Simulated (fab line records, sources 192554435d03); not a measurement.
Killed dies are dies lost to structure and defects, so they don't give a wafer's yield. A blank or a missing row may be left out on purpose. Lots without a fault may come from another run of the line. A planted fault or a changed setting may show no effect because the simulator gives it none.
Chamber matching | flow n5_finfet | N5_BEOL_M3_STRIP_36 on rie_diel-02: 4 sister chambers
The step strips in N2/H2. 4 wafers are shown with their chamber, then 7 later ones without.

WAFERS WITH THEIR CHAMBER
wafer  | chamber | showerhead_plenum_p_Torr (Torr)
L086.1 | 2       | 2.46
L086.6 | 0       | 2.59
L091.1 | 3       | 2.42
L091.4 | 1       | 2.42

WAFERS WITHOUT THEIR CHAMBER
wafer  | showerhead_plenum_p_Torr (Torr)
L091.6 | 2.42
L096.1 | 2.45
L096.2 | 2.41
L096.3 | 2.58
L097.4 | 2.41
L097.5 | 2.41
L097.6 | 2.58

WHICH CHAMBER EACH WENT THROUGH
wafer  | from the rows above     | in truth
L091.6 | can't be placed: 1 or 3 | 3
L096.1 | 2                       | 2
L096.2 | can't be placed: 1 or 3 | 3
L096.3 | 0                       | 0
L097.4 | can't be placed: 1 or 3 | 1
L097.5 | can't be placed: 1 or 3 | 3
L097.6 | 0                       | 0
Placed correctly: 3 of 7. Can't be placed from these rows: 4 (the true chamber is among the candidates in 4). Placed wrongly: 0.
How it was worked out, from the rows above alone: a wafer's distance from a chamber is the root of the sum, over the readings, of the square of ((its reading less the chamber's mean) divided by the reading's scatter). The wafer belongs to the nearest chamber; if the next one is less than 2 further off, it can't be placed. A chamber's mean is the mean of its shown wafers. The scatter: with one shown wafer a chamber, the root of the mean of the squares of how far each hidden wafer lies from its nearest shown one.
